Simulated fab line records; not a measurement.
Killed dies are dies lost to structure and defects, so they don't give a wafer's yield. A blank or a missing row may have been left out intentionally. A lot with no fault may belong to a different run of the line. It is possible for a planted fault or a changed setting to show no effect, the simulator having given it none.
Chamber matching	flow n5_finfet	N5_BEOL_M10_STRIP_19 on rie_diel-02: 4 sister chambers
The step strips in O2. 20 wafers are shown with their chamber, then 10 later ones without.

## WAFERS PAIRED WITH THEIR CHAMBERS
wafer	chamber	drypump_motor_current_A (A)	showerhead_plenum_p_Torr (Torr)	oes_product_au (a.u.)
L076.1	0	5.4	2.10	0.78
L076.2	2	6.6	2.02	0.75
L076.4	3	5.5	2.05	0.86
L074.2	1	5.3	2.11	0.90
L074.3	0	5.4	2.10	0.77
L074.4	3	5.5	2.05	0.87
L078.3	0	5.4	2.10	0.77
L078.5	1	5.4	2.11	0.89
L078.6	0	5.4	2.10	0.78
L079.1	3	5.5	2.04	0.84
L079.2	0	5.4	2.10	0.77
L079.6	2	6.6	2.02	0.74
L083.1	2	6.6	2.01	0.73
L083.2	0	5.4	2.10	0.77
L083.6	1	5.4	2.11	0.87
L080.1	2	6.6	2.01	0.74
L080.2	0	5.4	2.10	0.76
L080.4	1	5.4	2.11	0.88
L085.1	1	5.4	2.11	0.87
L085.3	0	5.4	2.10	0.77

SIGNATURES (averages over the wafers above)
reading	chamber 0	chamber 1	chamber 2	chamber 3	scatter within a chamber
drypump_motor_current_A	5.400	5.380	6.600	5.500	0.0224
showerhead_plenum_p_Torr	2.1000	2.1100	2.0150	2.0467	0.00323
oes_product_au	0.7712	0.8820	0.7400	0.8567	0.0101
Rule: for a wafer and a chamber, the distance is found by dividing, reading by reading, the gap between the wafer's reading and the chamber's mean by the reading's scatter, squaring, summing and taking the root. If the next closest chamber is less than 2 further off than the closest, the wafer can't be placed; otherwise it belongs to the closest. The scatter: the root of (the sum of the squares of (reading less its chamber's mean) over the shown wafers, divided by (wafers less chambers)).

## WAFERS WITH NO CHAMBER GIVEN
wafer	drypump_motor_current_A (A)	showerhead_plenum_p_Torr (Torr)	oes_product_au (a.u.)
L085.5	5.4	2.10	0.76
L087.1	5.4	2.10	0.87
L087.3	5.4	2.10	0.75
L087.4	5.5	2.04	0.83
L095.2	5.5	2.03	0.81
L095.3	6.6	2.00	0.71
L095.4	5.4	2.09	0.74
L096.3	5.4	2.09	0.73
L096.5	5.5	2.03	0.81
L096.6	6.6	2.00	0.72

## EACH ONE'S CHAMBER
wafer	from the rows above	in truth
L085.5	0	0
L087.1	1	1
L087.3	0	0
L087.4	3	3
L095.2	3	3
L095.3	2	2
L095.4	0	0
L096.3	0	0
L096.5	3	3
L096.6	2	2
10 of 10 placed correctly. Can't be placed from these rows: 0. 0 placed wrongly.
